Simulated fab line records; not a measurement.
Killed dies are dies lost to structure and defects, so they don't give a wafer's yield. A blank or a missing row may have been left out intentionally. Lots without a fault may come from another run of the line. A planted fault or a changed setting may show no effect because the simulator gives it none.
Problem report, 8D (eight disciplines) form, completed by code -- flow n5_finfet -- the parts of the form that need people (team, actions taken, sign-off) are left out

## 1. WHAT IS WRONG
Wafers free of any fault read 4.37 (standard deviation 0.084) for CJ_N at N5_BEOL_M4_RC_MEAS_101, against a mean of 3.77 on 9 wafers of 3 lots. Relative to the usual mean, that is a shift of -7.1 standard deviations.
First observed at day 9 03:11: wafer L607.1, on prober-01. The record holds 29 wafers of 10 lots with a number at this step. The rule behind "out" and "out of limits": a value lying over 4 standard deviations away from the usual mean. Any other wafer with a number is counted as sound.

## 2. WHAT IT IS, WHAT IT ISN'T
question,is,is not
which readings at this step,CJ_N,"IOFF_N, IOFF_P, VT_P"
which lots,"L607, L608, L609","L606, L618, L619, L620, L623, L624, L626"
which wafers of those lots,all that have a number,-
read on which gauges,"prober-01, prober-02",-
when,from day 9 03:11,"up to then (3 sound wafers); but 17 sound wafers of L618, L619, L620, L623, L624, L626 came after"

## 3. SUSPECTS, AND WHAT RULES EACH OUT
Counting: any tool at a process step up to the reading is kept as a suspect provided that every lot that is out went through it and no sound lot did after the first of them.
- the gauge at N5_BEOL_M4_RC_MEAS_101 is ruled out. Those wafers that are out were read across 2 gauges (prober-01, prober-02).
- implanter-02 at N5_WELL_APT_IMPLANT_32: ruled out as a lasting fault. The sound lots L618, L619, L620, L623, L624 went through it after L607, its earliest lot that is out (day 2 09:20).
Left after counting: nothing in the record.

## 4. THE CAUSE (what the simulator had put in)
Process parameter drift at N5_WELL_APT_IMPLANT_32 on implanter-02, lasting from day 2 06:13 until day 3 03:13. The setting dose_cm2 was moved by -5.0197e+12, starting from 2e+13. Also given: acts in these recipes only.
The count ruled it out by mistake, since the rule takes a fault to strike every lot its tool runs from the start of the fault on, and this one did not do so.

## 5. THE EFFECT CHAIN, in route order
Each row: a reading whose mean over the struck wafers that have a number lies more than 3 standard deviations from the usual. Readings are gone through only where the record gives a usual standard deviation; hours: the median, over the lots, of the time from a lot's start at the first step in this table giving one to that lot's start at this step; sigmas: the change measured in usual standard deviations.
hours,step,reading,usual,on struck wafers,change,sigmas
0,N5_WELL_APT_IMPLANT_32,dose_ions_cm2,1.9999e+13,1.4977e+13,-5.0217e+12,-99 or more
0,N5_WELL_APT_IMPLANT_32,faraday_current_uA,254,189,-65,-12
160,N5_BEOL_M4_RC_MEAS_101,CJ_N,4.37,3.77,-0.60,-7.1
Here are the process steps it includes:
- N5_WELL_APT_IMPLANT_32

## 6. HOW IT WOULD HAVE BEEN CAUGHT EARLIER
165 hours passed between the start of the fault at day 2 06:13 and the first reading out of limits at a measuring or inspecting step in this record, taken at day 9 03:11.
The tool's own readings at N5_WELL_APT_IMPLANT_32 were out on every struck wafer that the step has a row for (dose_ions_cm2, faraday_current_uA): an alarm limit on them would have fired on the first of those.
